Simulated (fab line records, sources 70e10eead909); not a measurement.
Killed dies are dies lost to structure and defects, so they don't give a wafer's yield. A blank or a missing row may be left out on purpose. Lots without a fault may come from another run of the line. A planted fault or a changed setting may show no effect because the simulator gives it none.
Problem report in the 8D (eight disciplines) form, filled by code | flow nand_harc | the parts of the form that need people (team, actions taken, sign-off) are left out

1. THE PROBLEM
killed_dies at NHARC_END_SORT_01 reads a mean of 677 on 1 wafer of 1 lot; wafers without a fault read 57 with a standard deviation of 19. That is +33 standard deviations from the usual mean.
First seen on wafer L424.3, day 31 00:01, on prober-02. The record holds 21 wafers of 7 lots with a number at this step. Rule for "out", or "out of limits": more than 4 standard deviations from the usual mean. The other wafers with a number count as sound.

2. WHAT IT IS AND WHAT IT IS NOT
question                    | is                           | is not
which readings at this step | killed_dies, killed_at_array | killed_at_periphery, killed_open, killed_short
which lots                  | L424                         | L409, L412, L413, L417, L419, L422
which wafers of those lots  | L424.3                       | L424.1, L424.2
read on which gauges        | prober-02                    | prober-01
when                        | from day 31 00:01            | up to then (20 sound wafers)

3. SUSPECTS, AND WHAT RULES EACH OUT
Counting: a tool at a process step up to the reading stays a suspect if it ran every lot that is out. Sound lots after the first of them don't rule it out here, since some wafers of a struck lot are sound.
- the gauge at NHARC_END_SORT_01: ruled out. All the wafers that are out were read on prober-02, but those of them that NHARC_A_STAIRCASE_ETCH_192 has rows for are out there too, on other tools.
- rie_diel-12 at NHARC_A_STAIRCASE_TRIM_22 (chemistry O2, time 211.2 s): kept. It ran the lot that is out, L424 (day 22 18:22); its last sound lot up to then is L422 (day 21 18:47). NHARC_A_STAIRCASE_TRIM_22 gives no start for some lots, so the hours and the order of its lots are those of NHARC_A_STAIRCASE_DESCUM_186.
- rie_diel-04 at NHARC_A_STAIRCASE_DESCUM_186 (chemistry O2, time 3 s): kept. It ran the lot that is out, L424 (day 22 18:22); its last sound lot up to then is L419 (day 20 15:31).
- rie_diel-04 at NHARC_A_STAIRCASE_TRIM_189 (chemistry O2, time 211.2 s): kept. It ran the lot that is out, L424 (day 22 19:04); its last sound lot up to then is L419 (day 20 16:13). NHARC_A_STAIRCASE_TRIM_189 gives no start for some lots, so the hours and the order of its lots are those of NHARC_A_STAIRCASE_ETCH_192.
- rie_diel-04 at NHARC_A_STAIRCASE_ETCH_192 (etches the open film in C4F8/O2, target depth 100 nm, time 40.5 s): kept. It ran the lot that is out, L424 (day 22 19:04); its last sound lot up to then is L419 (day 20 16:13). Its own readings are out on those wafers: run_length_s.
- Within rie_diel-12 at NHARC_A_STAIRCASE_TRIM_22: the wafers that are out ran in chamber 2; their sound lot-mates ran in chambers 0, 3.
- Within rie_diel-04 at NHARC_A_STAIRCASE_DESCUM_186: the wafers that are out ran in chamber 0; their sound lot-mates ran in chambers 2, 3.
- Within rie_diel-04 at NHARC_A_STAIRCASE_TRIM_189: the wafers that are out ran in chamber 2; their sound lot-mates ran in chambers 1, 3.
- Within rie_diel-04 at NHARC_A_STAIRCASE_ETCH_192: the wafers that are out ran in chamber 0; their sound lot-mates ran in chambers 1, 3.
Left after counting: rie_diel-12 at NHARC_A_STAIRCASE_TRIM_22, rie_diel-04 at NHARC_A_STAIRCASE_DESCUM_186, rie_diel-04 at NHARC_A_STAIRCASE_TRIM_189, rie_diel-04 at NHARC_A_STAIRCASE_ETCH_192.

4. THE CAUSE (what the simulator had put in)
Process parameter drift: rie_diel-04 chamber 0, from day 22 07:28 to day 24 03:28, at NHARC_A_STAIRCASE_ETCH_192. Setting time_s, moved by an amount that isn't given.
Counting left 4 suspects, and this tool is among them.

5. THE CHAIN OF EFFECTS, in route order
Each row: a reading whose mean over the struck wafers that have a number lies more than 3 standard deviations from the usual. Only readings for which the record gives a usual standard deviation are gone through. hours: the time from each lot's start at the first step in this table that gives one to its start at this step, as a median over the lots. sigmas: the change in usual standard deviations.
hours | step                       | reading         | usual  | on struck wafers | change | sigmas
0     | NHARC_A_STAIRCASE_ETCH_192 | run_length_s    | 61.7 s | 43.7             | -18.0  | -38
197   | NHARC_END_SORT_01          | killed_at_array | 52     | 668              | +616   | +32
197   | NHARC_END_SORT_01          | killed_dies     | 57     | 677              | +620   | +33
The process steps in it:
- NHARC_A_STAIRCASE_ETCH_192: etches the open film in C4F8/O2, target depth 100 nm, time 40.5 s.
Readings that are blank on the struck wafers while sound wafers have them: rf_fwd_power_W at NHARC_A_STAIRCASE_ETCH_192.

6. WHAT WOULD HAVE CAUGHT IT SOONER
In this record the first reading out of limits at a measuring or inspecting step was taken at day 31 00:01, 209 hours after the fault began at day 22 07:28.
The tool's own readings at NHARC_A_STAIRCASE_ETCH_192 were out on every struck wafer that the step has a row for (run_length_s): an alarm limit on them would have fired on the first of those.
All the lots that are out (1) had begun NHARC_A_STAIRCASE_ETCH_192 on rie_diel-04 by day 31 00:01. A hold on the tool at that time would have spared none of them.
